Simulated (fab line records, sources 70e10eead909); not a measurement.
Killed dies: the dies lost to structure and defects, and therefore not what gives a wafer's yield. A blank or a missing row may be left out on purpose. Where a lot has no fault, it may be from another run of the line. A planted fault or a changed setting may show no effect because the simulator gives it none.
Matching of chambers :: flow nand-harc :: pecvd-04 running NHARC_A_STAIRCASE_DEP_417: 3 sister chambers
The step deposits Si3N4, target thk 60 nm. 18 wafers are shown with their chamber, then 9 later ones without.

## EACH WAFER AND ITS CHAMBER
wafer: L077.1
chamber: 2
heater-power-w (W): 594

wafer: L077.5
chamber: 0
heater-power-w (W): 714

wafer: L077.6
chamber: 1
heater-power-w (W): 772

wafer: L082.1
chamber: 1
heater-power-w (W): 623

wafer: L082.3
chamber: 0
heater-power-w (W): 733

wafer: L082.6
chamber: 0
heater-power-w (W): 722

wafer: L081.1
chamber: 2
heater-power-w (W): 549

wafer: L081.5
chamber: 1
heater-power-w (W): 730

wafer: L081.6
chamber: 2
heater-power-w (W): 560

wafer: L083.4
chamber: 1
heater-power-w (W): 704

wafer: L083.5
chamber: 2
heater-power-w (W): 573

wafer: L083.6
chamber: 0
heater-power-w (W): 725

wafer: L086.2
chamber: 1
heater-power-w (W): 713

wafer: L086.5
chamber: 0
heater-power-w (W): 693

wafer: L086.6
chamber: 2
heater-power-w (W): 601

wafer: L089.3
chamber: 2
heater-power-w (W): 604

wafer: L089.4
chamber: 1
heater-power-w (W): 783

wafer: L089.6
chamber: 2
heater-power-w (W): 592

SIGNATURES, as means of the wafers listed above
reading: heater-power-w
chamber 0: 717.40
chamber 1: 720.83
chamber 2: 581.86
scatter within a chamber: 36.7
Rule: a wafer lies at a distance from a chamber equal to the root of the sum of squares, over the readings, of (its reading less the chamber's mean, divided by the reading's scatter). The wafer belongs to the nearest chamber; if the next one is less than 2 further off, it can't be placed. The scatter: the root of (the sum of the squares of (reading less its chamber's mean) over the shown wafers, divided by (wafers less chambers)).

## WAFERS WITHOUT THEIR CHAMBER
wafer: L091.1
heater-power-w (W): 643

wafer: L091.3
heater-power-w (W): 562

wafer: L091.6
heater-power-w (W): 569

wafer: L090.1
heater-power-w (W): 572

wafer: L090.5
heater-power-w (W): 650

wafer: L090.6
heater-power-w (W): 599

wafer: L088.3
heater-power-w (W): 772

wafer: L088.4
heater-power-w (W): 765

wafer: L088.5
heater-power-w (W): 724

## CHAMBER TAKEN BY EACH
wafer: L091.1
from the rows above: can't be placed: 2 or 0 or 1
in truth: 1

wafer: L091.3
from the rows above: 2
in truth: 2

wafer: L091.6
from the rows above: 2
in truth: 2

wafer: L090.1
from the rows above: 2
in truth: 2

wafer: L090.5
from the rows above: can't be placed: 0 or 2 or 1
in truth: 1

wafer: L090.6
from the rows above: 2
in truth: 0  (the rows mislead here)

wafer: L088.3
from the rows above: can't be placed: 1 or 0
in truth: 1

wafer: L088.4
from the rows above: can't be placed: 1 or 0
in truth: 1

wafer: L088.5
from the rows above: can't be placed: 1 or 0
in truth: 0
3 of 9 placed correctly. Not placeable from these rows: 5 (in 5, the candidates include the true chamber). 1 placed wrongly.
